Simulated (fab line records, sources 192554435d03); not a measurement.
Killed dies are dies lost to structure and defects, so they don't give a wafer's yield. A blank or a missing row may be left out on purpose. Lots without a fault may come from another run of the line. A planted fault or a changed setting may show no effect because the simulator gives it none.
A struck lot beside a sound one | flow n5_finfet | 16 steps out of a route of 1938
Sound: wafers L520.3, L520.4, L520.5. Struck: wafer L524.3. (L524.4 of the same lot was not struck and is left out.) The cause comes at the end.
At each step with rows: each side's tool, then ch and its chambers, then its first start. Under that, the readings that differ: sound wafers | struck wafers | difference of the means | sigmas: that difference in standard deviations of wafers without a fault.
alike: readings whose means differ by less than 2 such deviations, and words and numbers that are the same on both sides. not compared: withheld readings, readings that some wafer has no value for, bounds like >300 that may hide the same value, and numbers for which the record gives no deviation and whose values overlap.
The two part at a step that has a row with sigmas, a row that says differs or no value, or rows on one side only. Numbers that don't overlap but have no deviation are shown without sigmas and don't part them. A reading that every wafer of one side lacks parts them only if that side has two wafers or more.

first, 2 steps without rows for these wafers: N5_BEOL_M0_SAQP_HM_OPEN_112 (chemistry CHF3/O2, target SiO2, stops on a-Si, target depth 12 nm, time 13.5 s); N5_BEOL_M0_SAQP_STRIP_113 (strips in CHF3/O2).
N5_BEOL_M0_SAQP_MANDREL_ETCH_20: etches a-Si in HBr/Cl2, stops on SiNx, target depth 60 nm, bt time 10 s, time 30 s.
  sound on rie_si-06 ch 1,2,3, day 6 17:54; struck on rie_si-01 ch 1, day 7 20:59
  alike: drypump_motor_current_A, mfc_cl2_sccm, oes_product_au, throttle_valve_pct
  not compared: rf_hours_counter_h
N5_BEOL_M0_SAQP_STRIP_86: strips in N2/H2.
  sound on rie_diel-03 ch 0,2,3, day 6 18:01; struck on rie_diel-05 ch 2, day 7 21:05
  alike: drypump_motor_current_A, oes_product_au, rf_vpp_V, showerhead_plenum_p_Torr, throttle_valve_pct
  not compared: rf_hours_counter_h
then, 3 steps without rows for these wafers: N5_BEOL_M0_SAQP_STRIP_115 (strips in post etch residue remover, time 60 s); N5_BEOL_M0_SAQP_SRD_93 (time 30 s); N5_BEOL_M0_SAQP_RECESS_114 (chemistry HF/NH3, target SiO2, target depth 14.4 nm, afs cycles 3, sublimation time 60 s).
N5_BEOL_M0_SAQP_SPACER1_ALD_98: deposits SiO2, target thk 12.8 nm, pulse time 1 s, purge time 2 s.
  sound on ald_sin-02 ch 1,2, day 6 18:32; struck on ald_sin-02 ch 1, day 7 21:37
  alike: chamber_pressure_Torr, heater_power_w, precursor_pulse_height_rel
then, 2 steps without rows for these wafers: N5_BEOL_M0_SAQP_SPACER1_ETCHBACK_99 (etches SiO2 in CHF3/O2, target depth 15.4 nm, time 7.7 s); N5_BEOL_M0_SAQP_MANDREL1_REMOVE_100 (chemistry HBr/Cl2/O2, target a-Si, stops on SiNx, bt time 10 s).
N5_BEOL_M0_SAQP_CD_MEAS_25: target cd 13.1 nm.
  sound on cd_sem-03 ch 0, day 6 19:14; struck on cd_sem-02 ch 0, day 7 22:17
  alike: cd_nm
N5_BEOL_M0_SAQP_ETCH_101: etches SiNx in CH3F/O2, target depth 29.9 nm, time 42.7 s.
  sound on rie_diel-05 ch 2,3, day 6 19:19; struck on rie_diel-06 ch 1, day 7 22:19
  reading                         | sound          | struck | difference                   | sigmas
  rf_hours_counter_h (h)          | - - -          | 116    | no value on the sound wafers |
  showerhead_plenum_p_Torr (Torr) | 2.01 2.05 2.00 | 1.84   | -0.18                        | -3
  alike: O2_flow_sccm, drypump_motor_current_A, oes_product_au, rf_vpp_V, throttle_valve_pct
N5_BEOL_M0_SAQP_ETCH_102: etches SiO2 in CF4, target depth 4 nm, time 4.4 s.
  sound on rie_si-01 ch 2,3, day 6 19:26; struck on rie_si-01 ch 3, day 7 22:25
  reading                  | sound             | struck | difference | sigmas
  oes_product_au (a.u.)    | 0.953 1.018 1.010 | 1.325  | +0.331     | +13
  model.etch.depth_nm (nm) | 3.868 4.141 4.113 | 6.36   | +2.32      |
  alike: drypump_motor_current_A, throttle_valve_pct
  not compared: rf_hours_counter_h
N5_BEOL_M0_SAQP_MANDREL_ETCH_103: etches a-Si in HBr/Cl2, stops on SiCN, target depth 45 nm, bt time 10 s, time 27 s.
  sound on rie_si-01 ch 2,3, day 6 19:28; struck on rie_si-01 ch 3, day 7 22:28
  alike: drypump_motor_current_A, mfc_cl2_sccm, oes_product_au, throttle_valve_pct
  not compared: rf_hours_counter_h
-- the record jumps here: 3 days lie between the struck wafers' starts before and after (it left off in module BEOL_M0_SAQP and takes up again in module BEOL_M4, whose first step shown is number 1111 of the route) --
N5_BEOL_M4_RC_MEAS_101:
  sound on prober-01 ch 0, day 9 12:52; struck on prober-01 ch 0, day 10 22:01
  reading       | sound          | struck | difference | sigmas
  ION_P (uA/um) | 454 456 448    | 479    | +26        | +3
  VT_P (mV)     | -254 -249 -255 | -241   | +12        | +3
  alike: DIBL_N, DIBL_P, IOFF_N, IOFF_P, ION_N, SS_N, SS_P, VT_N
N5_PASSIVATION_PROBE_49:
  the record has rows for the sound wafers here (prober-01, day 13 20:10) and none for the struck ones

WHERE THEY PART
First at N5_BEOL_M0_SAQP_ETCH_101; last, within this record, at N5_PASSIVATION_PROBE_49.

WHY: what the simulator had put in
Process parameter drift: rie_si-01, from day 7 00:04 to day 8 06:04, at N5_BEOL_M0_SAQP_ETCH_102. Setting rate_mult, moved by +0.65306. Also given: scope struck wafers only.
